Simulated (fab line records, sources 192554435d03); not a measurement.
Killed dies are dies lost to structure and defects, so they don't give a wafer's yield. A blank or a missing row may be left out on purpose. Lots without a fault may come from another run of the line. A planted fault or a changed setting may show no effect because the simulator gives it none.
fab line records | flow n5_finfet
record lots=6 wafers=18 last_day=18
route steps=1938 shown WELL_APT@27
lots that met no fault: from a run of the same line without faults
start_h: hours from the record's first day to the start of the lot's first wafer shown | wait_h: hours since the lot's step before | " the same as in the row above | L1.1+2: a row that stands for several wafers | - no value, or no start given | * or withheld: withheld | < > ~ a bound
route shown NAME@n: a module of which the file shows steps, and the number in the route of the first | usual: mean/standard deviation of fault-free wafers | same: alike in all rows | chamber/n: place in a boat | sites: the reading at each site | _std_site: their standard deviation | _edge_site: outer sites' mean less inner sites' | radius_mm: how far each site lies from the wafer's centre | mask NAME#n: copy n | behind: the tool/chamber that last shaped the wafer | hold: why the lot was held/for how many hours/how that ended | device: the transistor (n, p or np) that didn't switch | end of line: the same wafers' tests at the end of the route | a step without rows: its recipe alone | killed: dies lost to structure and defects at the first sort, not the wafer's yield | map: a wafer's dies, x killed, . not, _ none there
set.NAME: the setting as run; set.NAME@STEP: as run at that earlier step | model.NAME: the simulator's own value behind a step, which no gauge read
lots at some steps of the route; a table a step, a row a wafer
services: from which hour (start_h, from the record's first day; less than 0 if before it) a tool's chamber was out of use, for how many hours, and why
## steps
# step N5_WELL_APT_HARDBAKE_12
# recipe temp_c=130 time_s=120
# step N5_WELL_APT_CD_MEAS_08
# recipe target_cd_nm=200 landing_energy_ev=500 detector=se_inlens
# usual cd_nm=200.4/2
# columns lot.wafer tool chamber start_h wait_h cd_nm
L490.2 cd_sem-02 0 14.01 - 204.2
L490.4 " 0 " " 199.7
L490.6 " 0 " " 202.0
L495.1 cd_sem-02 0 43.65 - 202.9
L495.2 " 0 " " 205.7
L495.5 " 0 " " 201.2
L496.3 cd_sem-01 0 49.81 - 201.4
L496.4 " 0 " " 200.1
L496.5 " 0 " " 203.7
L502.3 cd_sem-01 0 85.68 - 202.7
L502.4 " 0 " " 200.0
L502.6 " 0 " " 203.0
L512.4 cd_sem-01 0 145.68 - 200.5
L512.5 " 0 " " 198.8
L512.6 " 0 " " 198.5
L513.2 cd_sem-02 0 151.56 - 201.0
L513.3 " 0 " " 202.6
L513.6 " 0 " " 199.2
# step N5_WELL_APT_OVL_MEAS_09
# recipe points_per_wafer=44
# usual NWELL_OVL=2/5
# columns lot.wafer tool chamber start_h wait_h NWELL_OVL[nm]
L490.2 overlay-02 0 14.04 0.0 1
L490.4 " 0 " " 1
L490.6 " 0 " " -3
L495.1 overlay-01 0 43.68 0.0 10
L495.2 " 0 " " -2
L495.5 " 0 " " 4
L496.3 overlay-02 0 49.84 0.0 -10
L496.4 " 0 " " -6
L496.5 " 0 " " -2
L502.3 overlay-01 0 85.71 0.0 5
L502.4 " 0 " " 5
L502.6 " 0 " " 6
L512.4 overlay-02 0 145.71 0.0 3
L512.5 " 0 " " 6
L512.6 " 0 " " 5
L513.2 overlay-02 0 151.59 0.0 4
L513.3 " 0 " " 0
L513.6 " 0 " " 4
# step N5_WELL_APT_INSPECT_10
# recipe mode=adi inspect_instrument=macro
# usual raw_defect_count=2.1/1.4
# columns lot.wafer tool chamber start_h wait_h raw_defect_count
L490.2 defect_inspect-02 - 14.07 0.0 0
L490.4 " - " " 3
L490.6 " - " " 2
L495.1 defect_inspect-02 - 43.70 0.0 1
L495.2 " - " " 2
L495.5 " - " " 1
L496.3 defect_inspect-01 - 49.86 0.0 2
L496.4 " - " " 2
L496.5 " - " " 3
L502.3 defect_inspect-01 - 85.74 0.0 3
L502.4 " - " " 7
L502.6 " - " " 3
L512.4 defect_inspect-01 - 145.74 0.0 3
L512.5 " - " " 0
L512.6 " - " " 5
L513.2 defect_inspect-01 - 151.61 0.0 3
L513.3 " - " " 2
L513.6 " - " " 3
# step N5_WELL_APT_DESCUM_13
# recipe chemistry=O2 time_s=7.9 source_power_w=50 bias_power_w=20 pressure_mtorr=20 rf_frequency_hz=2.712e+07 temp_c=40 o2_flow_sccm=225
# usual drypump_motor_current_A=5.68/0.29 oes_product_au=0.78/0.084 rf_vpp_V=243.3/1.4 showerhead_plenum_p_Torr=2.09/0.08 throttle_valve_pct=20.48/0.24
# columns lot.wafer tool chamber start_h wait_h drypump_motor_current_A oes_product_au rf_hours_counter_h rf_vpp_V showerhead_plenum_p_Torr throttle_valve_pct
L490.2 rie_diel-05 2 14.19 0.1 5.84 0.69 225 243.8 2.05 20.94
L490.4 " 3 " " 5.30 0.68 - 244.4 2.05 20.91
L490.6 " 2 " " 5.86 0.68 - 243.5 2.05 20.94
L495.1 rie_diel-03 1 43.73 0.0 5.38 0.75 169 241.3 1.99 20.51
L495.2 " 2 " " 5.72 0.79 128 240.7 2.01 20.30
L495.5 " 1 " " 5.37 0.76 - 241.8 1.99 20.51
L496.3 rie_diel-01 3 49.90 0.0 5.14 0.67 216 240.8 1.98 20.56
L496.4 " 0 " " 6.21 0.83 73 243.6 2.10 20.31
L496.5 " 0 " " 6.21 0.84 - 244.0 2.10 20.32
L502.3 rie_diel-05 1 86.20 0.5 5.82 0.94 20 244.3 2.16 20.22
L502.4 " 0 " " 5.80 0.76 157 243.1 2.06 20.18
L502.6 " 1 " " 5.83 0.94 - 244.7 2.16 20.19
L512.4 rie_diel-03 1 146.24 0.5 5.38 0.72 - 242.6 1.98 20.55
L512.5 " 3 " " 5.58 0.84 - 243.6 2.12 20.27
L512.6 " 0 " " 5.54 0.71 - 245.6 2.17 20.82
L513.2 rie_diel-01 1 152.59 1.0 5.93 0.81 95 244.7 2.23 20.42
L513.3 " 3 " " 5.13 0.65 254 241.0 1.96 20.60
L513.6 " 3 " " 5.12 0.64 - 242.6 1.97 20.60
# step N5_WELL_APT_IMPLANT_14
# recipe species=P energy_kev=160 dose_cm2=1.5e+13 tilt_deg=0 rotation_deg=0
# step N5_WELL_APT_IMPLANT_15
# recipe species=As energy_kev=25 dose_cm2=1.5e+13 tilt_deg=0 rotation_deg=0
# step N5_WELL_APT_STRIP_16
# recipe chemistry=SPM time_s=900 temp_c=130 h2so4_h2o2_vol_ratio=4 dry=ipa_marangoni
# step N5_WELL_APT_HMDS_18
# recipe time_s=60 temp_c=120
# step N5_WELL_APT_COAT_19
# recipe spin_rpm=1357 resist_thk_nm=950
# step N5_WELL_APT_EBR_21
# recipe solvent=PGMEA ebr_width_mm=1.5
# step N5_WELL_APT_SOFTBAKE_20
# recipe temp_c=130 time_s=60
# step N5_WELL_APT_EXPOSE_22
# recipe mask_id=PWELL na=0.8 source_shape=conventional sigma_outer=0.8 polarization=unpolarized defocus_nm=0 target_cd_nm=200 dose_mj=23.2
# usual exposure_dose_mJ_cm2=23.185/0.025 focus_offset_nm=0.1/0.53
# columns lot.wafer tool chamber start_h wait_h mask exposure_dose_mJ_cm2 focus_offset_nm
L490.2 krf_scanner-01 0 15.18 - PWELL#0 23.196 -0.2
L490.4 " 0 " " PWELL#0 23.166 0.1
L490.6 " 0 " " PWELL#0 23.172 -0.2
L495.1 krf_scanner-01 - 44.76 - PWELL#0 - -
L495.2 " - " " PWELL#0 - -
L495.5 " - " " PWELL#0 - -
L496.3 krf_scanner-02 - 50.90 - PWELL#0 - -
L496.4 " - " " PWELL#0 - -
L496.5 " - " " PWELL#0 - -
L502.3 krf_scanner-01 0 87.22 - PWELL#0 23.216 -1.1
L502.4 " 0 " " PWELL#0 23.240 -0.3
L502.6 " 0 " " PWELL#0 23.222 -1.4
L512.4 krf_scanner-01 0 147.10 - PWELL#0 23.188 -0.5
L512.5 " 0 " " PWELL#0 23.189 -0.3
L512.6 " 0 " " PWELL#0 23.197 -0.1
L513.2 krf_scanner-02 0 153.61 - PWELL#0 23.164 0.9
L513.3 " 0 " " PWELL#0 23.150 -0.2
L513.6 " 0 " " PWELL#0 23.195 1.2
# step N5_WELL_APT_PEB_23
# recipe peb_temp_c=130 peb_time_s=90
## services
# columns tool chamber start_h hours kind
rie_diel-05 1 -2.49 - clean
rie_diel-05 1 -2.49 - consumable_replace:focus_ring
rie_diel-05 1 -2.49 24.5 scheduled_down
rie_diel-05 1 -2.49 24.5 vent_cycle
rie_diel-01 3 -0.33 4.1 repair
krf_scanner-01 - 6.37 0.8 pm
krf_scanner-02 - 9.87 3.6 pm
krf_scanner-02 - 14.73 0.8 pm
rie_diel-03 2 17.48 1.4 repair
krf_scanner-02 - 20.95 1.0 pm
rie_diel-03 - 33.78 0.2 repair
krf_scanner-01 - 35.16 1.9 repair
rie_diel-03 1 52.70 4.1 repair
krf_scanner-01 - 54.46 6.0 pm
rie_diel-03 2 60.98 1.8 repair
krf_scanner-01 - 83.63 1.3 pm
krf_scanner-01 - 84.93 1.0 pm
rie_diel-01 - 87.14 1.0 repair
krf_scanner-02 - 87.69 0.8 pm
rie_diel-05 2 88.44 - clean
krf_scanner-01 0 133.49 - calibration
rie_diel-01 - 141.22 1.0 repair
rie_diel-05 - 143.37 14.6 pm
rie_diel-03 3 149.91 2.5 repair
## key
first_sign step=N5_WELL_APT_EXPOSE_22 reading=tool_record direction=missing
effect none on later readings
met_at N5_WELL_APT_EXPOSE_22
struck_wafers L495.1,L495.2,L495.5,L496.3,L496.4,L496.5
later_rows_left_out L495.1,L495.2,L495.5,L496.3,L496.4,L496.5
sort_left_out L495.1,L495.2,L495.5,L496.3,L496.4,L496.5
onset_between 15.18 44.76
fault kind=skipped_step_whole tool=krf_scanner-01,krf_scanner-02 chamber=- onset_h=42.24 steps=N5_WELL_APT_EXPOSE_22 scope=struck_lots_only
# sort_left_out: the simulated sort isn't trusted on such a fault, so these wafers' sort isn't shown, and their yield isn't known
# later_rows_left_out: the simulator's readings of these wafers behind a module that went badly wrong aren't trusted and aren't shown, but for the sort
